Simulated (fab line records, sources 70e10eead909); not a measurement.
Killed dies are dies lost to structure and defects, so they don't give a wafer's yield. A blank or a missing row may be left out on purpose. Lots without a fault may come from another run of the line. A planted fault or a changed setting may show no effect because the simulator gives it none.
A struck lot beside a sound one | flow nand_harc | 15 steps out of a route of 1159
Sound: wafers L660.2, L660.3, L660.4. Struck: wafers L673.2, L673.3, L673.4. The cause comes at the end.
At each step with rows: each side's tool, then ch and its chambers, then its first start. Under that, the readings that differ: sound wafers | struck wafers | difference of the means | sigmas: that difference in standard deviations of wafers without a fault.
alike: readings whose means differ by less than 2 such deviations, and words and numbers that are the same on both sides. not compared: withheld readings, readings that some wafer has no value for, bounds like >300 that may hide the same value, and numbers for which the record gives no deviation and whose values overlap.
The two part at a step that has a row with sigmas, a row that says differs or no value, or rows on one side only. Numbers that don't overlap but have no deviation are shown without sigmas and don't part them. A reading that every wafer of one side lacks parts them only if that side has two wafers or more.

NHARC_P_M2_INSPECT_11:
  sound on defect_inspect-02, day 6 22:56; struck on defect_inspect-01, day 10 06:43
  alike: raw_defect_count
NHARC_P_M2_DESCUM_14: chemistry O2, time 3 s.
  sound on rie_diel-02 ch 1,2,3, day 6 23:00; struck on rie_diel-02 ch 0,1,3, day 10 06:46
  reading                | sound | struck | difference | sigmas
  rf_hours_counter_h (h) | 5 6 6 | 2 2 2  | -4         |
  alike: drypump_motor_current_A, oes_product_au, rf_vpp_V, showerhead_plenum_p_Torr, throttle_valve_pct
NHARC_P_M2_ETCH_35: etches the open film in N2/H2, target depth 40 nm, overetch 12 nm, time 43.94 s.
  sound on rie_diel-02 ch 0,2,3, day 6 23:05; struck on rie_diel-02 ch 0,1,2, day 10 06:52
  reading                | sound | struck | difference | sigmas
  rf_hours_counter_h (h) | 6 6 6 | 2 2 2  | -4         |
  alike: drypump_motor_current_A, oes_product_au, rf_vpp_V, showerhead_plenum_p_Torr, throttle_valve_pct
then, 1 step without rows for these wafers: NHARC_P_M2_ETCH_15 (etches the open film in C4F8/Ar, target depth 182.5 nm, time 91.2 s).
NHARC_P_M2_CD_MEAS_16:
  sound on cd_sem-01, day 6 23:19; struck on cd_sem-03, day 10 07:06
  alike: cd_nm
then, 1 step without rows for these wafers: NHARC_P_M2_STRIP_18 (strips in N2/H2).
NHARC_P_M2_ETCH_28: etches the open film in CF4/N2, target depth 30 nm, time 72.99 s.
  sound on rie_diel-13 ch 1,2; struck on rie_diel-13 ch 0,2, day 10 07:35
  alike: drypump_motor_current_A, oes_product_au, rf_vpp_V, showerhead_plenum_p_Torr, throttle_valve_pct
  not compared: rf_hours_counter_h
then, 1 step without rows for these wafers: NHARC_P_M2_STRIP_19 (strips in post etch residue remover, time 600 s).
NHARC_P_M2_DEGAS_29: time 60 s.
  sound on pvd_sputter-01, day 7 00:05; struck on pvd_sputter-01, day 10 08:02
  alike: heater_power_w
NHARC_P_M2_PRE_CLEAN_30: time 30 s.
  sound on pvd_sputter-01; struck on pvd_sputter-01
  alike: heater_power_w
then, 2 steps without rows for these wafers: NHARC_P_M2_PVD_20 (deposits TaN, target thk 5 nm, time 8.06 s); NHARC_P_M2_PVD_21 (deposits Cu, target thk 30 nm, time 20.49 s).
NHARC_P_M2_ECD_22: material Cu, target thk 400 nm.
  sound on ecd_cu-02 ch 0,1, day 7 00:29; struck on ecd_cu-01 ch 0,1, day 10 08:47
  reading         | sound             | struck            | difference | sigmas
  bath_temp_c (C) | 24.98 25.02 24.89 | 25.82 25.95 25.79 | +0.89      | +9
  alike: bath_heat_duty_pct
then, 1 step without rows for these wafers: NHARC_P_M2_ANNEAL_31 (time 90 s).
-- the record jumps here: 14 days lie between the struck wafers' starts before and after (it left off in module P_M2 and takes up again in module END, whose first step shown is number 1159 of the route) --
NHARC_END_SORT_01:
  sound on prober-02 ch 0, day 19 14:23; struck on prober-02 ch 0, day 23 22:04
  reading                  | sound          | struck         | difference | sigmas
  defect_limited_yield (%) | 96.8 97.9 98.5 | 93.9 94.8 94.2 | -3.4       | -2
  sort_bin_4_pct (%)       | 2.1 0.9 0.6    | 4.0 3.8 3.5    | +2.6       | +2
  sort_yield_pct (%)       | 96.8 97.9 98.5 | 93.9 94.8 94.2 | -3.4       | -2
  alike: killed_at_array, killed_at_other, killed_at_periphery, killed_dies, killed_open, killed_short, sort_bin_2_pct, sort_bin_3_pct, sort_n_pass, sort_rim_yield_pct

WHERE THEY PART
First at NHARC_P_M2_ECD_22; last, within this record, at NHARC_END_SORT_01.

WHY: what the simulator had put in
Process parameter drift: ecd_cu-01, from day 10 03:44 on, at NHARC_P_M2_ECD_22. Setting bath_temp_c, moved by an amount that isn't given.
